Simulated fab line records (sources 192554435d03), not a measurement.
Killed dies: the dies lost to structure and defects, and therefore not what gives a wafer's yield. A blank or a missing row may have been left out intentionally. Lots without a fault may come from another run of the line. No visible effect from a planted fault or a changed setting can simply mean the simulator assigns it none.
Split-lot study :: flow n5Finfet :: on a route of 1938 steps: 7 lots, 21 wafers read

THE SPLIT
At N5_BEOL_M15_TRENCH_ETCH_34 (etches SiO2 in C4F8/O2/Ar, target depth 872.93 nm, time 199 s), the setting biasW was moved away from the recipe's 2040 W on 9 of the 21 wafers read, by -16.0% to +15.0%. The other wafers ran this setting at the recipe's value.

The reading comes from the split's own step.

THE READING
rfVppV, in V, at N5_BEOL_M15_TRENCH_ETCH_34 (etches SiO2 in C4F8/O2/Ar, target depth 872.93 nm, time 199 s). Fault-free wafers of this fab line usually give 2220 V, standard deviation 24 V.

wafer: L074.1
tool, chamber at the split: rieDiel-04, 0
biasW as run, W: 2040
against the recipe: recipe
rfVppV, V: 2229
against lot-mates on the recipe: -

wafer: L074.3
tool, chamber at the split: rieDiel-04, 2
biasW as run, W: 2191
against the recipe: +7.4%
rfVppV, V: 2307
against lot-mates on the recipe: +78

wafer: L074.4
tool, chamber at the split: rieDiel-04, 0
biasW as run, W: 2191
against the recipe: +7.4%
rfVppV, V: 2342
against lot-mates on the recipe: +113

wafer: L076.1
tool, chamber at the split: rieDiel-04, 2
biasW as run, W: 2040
against the recipe: recipe
rfVppV, V: 2197
against lot-mates on the recipe: -

wafer: L076.3
tool, chamber at the split: rieDiel-04, 0
biasW as run, W: 2316
against the recipe: +13.5%
rfVppV, V: 2433
against lot-mates on the recipe: +236

wafer: L076.6
tool, chamber at the split: rieDiel-04, 0
biasW as run, W: 2316
against the recipe: +13.5%
rfVppV, V: 2434
against lot-mates on the recipe: +237

wafer: L077.1
tool, chamber at the split: rieDiel-05, 1
biasW as run, W: 2040
against the recipe: recipe
rfVppV, V: 2235
against lot-mates on the recipe: -

wafer: L077.4
tool, chamber at the split: rieDiel-05, 1
biasW as run, W: 1713
against the recipe: -16.0%
rfVppV, V: 1975
against lot-mates on the recipe: -260

wafer: L077.5
tool, chamber at the split: rieDiel-05, 0
biasW as run, W: 1713
against the recipe: -16.0%
rfVppV, V: 1972
against lot-mates on the recipe: -263

wafer: L086.1
tool, chamber at the split: rieDiel-06, 0
biasW as run, W: 2040
against the recipe: recipe
rfVppV, V: 2240
against lot-mates on the recipe: -

wafer: L086.5
tool, chamber at the split: rieDiel-06, 2
biasW as run, W: 2040
against the recipe: recipe
rfVppV, V: 2263
against lot-mates on the recipe: -

wafer: L086.6
tool, chamber at the split: rieDiel-06, 1
biasW as run, W: 2040
against the recipe: recipe
rfVppV, V: 2201
against lot-mates on the recipe: -

wafer: L088.1
tool, chamber at the split: rieDiel-04, 3
biasW as run, W: 2347
against the recipe: +15.0%
rfVppV, V: 2416
against lot-mates on the recipe: +188

wafer: L088.3
tool, chamber at the split: rieDiel-04, 0
biasW as run, W: 2040
against the recipe: recipe
rfVppV, V: 2228
against lot-mates on the recipe: -

wafer: L088.6
tool, chamber at the split: rieDiel-04, 1
biasW as run, W: 2347
against the recipe: +15.0%
rfVppV, V: 2486
against lot-mates on the recipe: +258

wafer: L094.1
tool, chamber at the split: rieDiel-04, 2
biasW as run, W: 2040
against the recipe: recipe
rfVppV, V: 2195
against lot-mates on the recipe: -

wafer: L094.4
tool, chamber at the split: rieDiel-04, 0
biasW as run, W: 2040
against the recipe: recipe
rfVppV, V: 2227
against lot-mates on the recipe: -

wafer: L094.5
tool, chamber at the split: rieDiel-04, 2
biasW as run, W: 2040
against the recipe: recipe
rfVppV, V: 2194
against lot-mates on the recipe: -

wafer: L096.1
tool, chamber at the split: rieDiel-05, 2
biasW as run, W: 2040
against the recipe: recipe
rfVppV, V: 2206
against lot-mates on the recipe: -

wafer: L096.3
tool, chamber at the split: rieDiel-05, 3
biasW as run, W: 1820
against the recipe: -10.8%
rfVppV, V: 2031
against lot-mates on the recipe: -186

wafer: L096.6
tool, chamber at the split: rieDiel-05, 0
biasW as run, W: 2040
against the recipe: recipe
rfVppV, V: 2229
against lot-mates on the recipe: -

FIT RESULTS
A straight line over all 21 wafers: rfVppV changes by +15.6 V for each +1% of biasW; r = +0.99; the points scatter about the line by 22 V.
The same after taking each lot's own level away (the mean of its wafers on the recipe; 21 wafers): +16 V for each +1%; r = +0.99; scatter 21 V.
That fit puts the effect of the largest move of biasW on the reading at 2.6e+02 V.
Across the lots, their own levels run from 2197.0 to 2235.0 V, a range of 1.6 times the standard deviation given above.
So the lot-to-lot level changes the slope little: the two slopes agree.
Check: -261 V against its lot-mates is what the line predicts for one of the wafers moved furthest among these (-16.0%) when that wafer is left out of the fit. It came out at -260 V against them.
Tool readings at the split's step, against how far the setting was moved: rfVppV r = +0.99.

OTHER SPLITS APPLIED TO THESE WAFERS
Note: prior to the reading, these wafers also went through further splits. Each is held against what the fit with the lots' levels taken away leaves over:
other split on the same wafers: N5_BEOL_M13_COAT_58 spinRpm
wafers away from the commonest value: 5
r with rfVppV (lot level and that fit taken away): +0.35

other split on the same wafers: N5_BEOL_M14_EXPOSE_25 doseMj
wafers away from the commonest value: 6
r with rfVppV (lot level and that fit taken away): +0.05

other split on the same wafers: N5_BEOL_M14_PEB_26 pebTempC
wafers away from the commonest value: 5
r with rfVppV (lot level and that fit taken away): -0.04

THE FILE'S OWN FIT
rfVppV changes by +16.1 V for each +1% of biasW, r = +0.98.
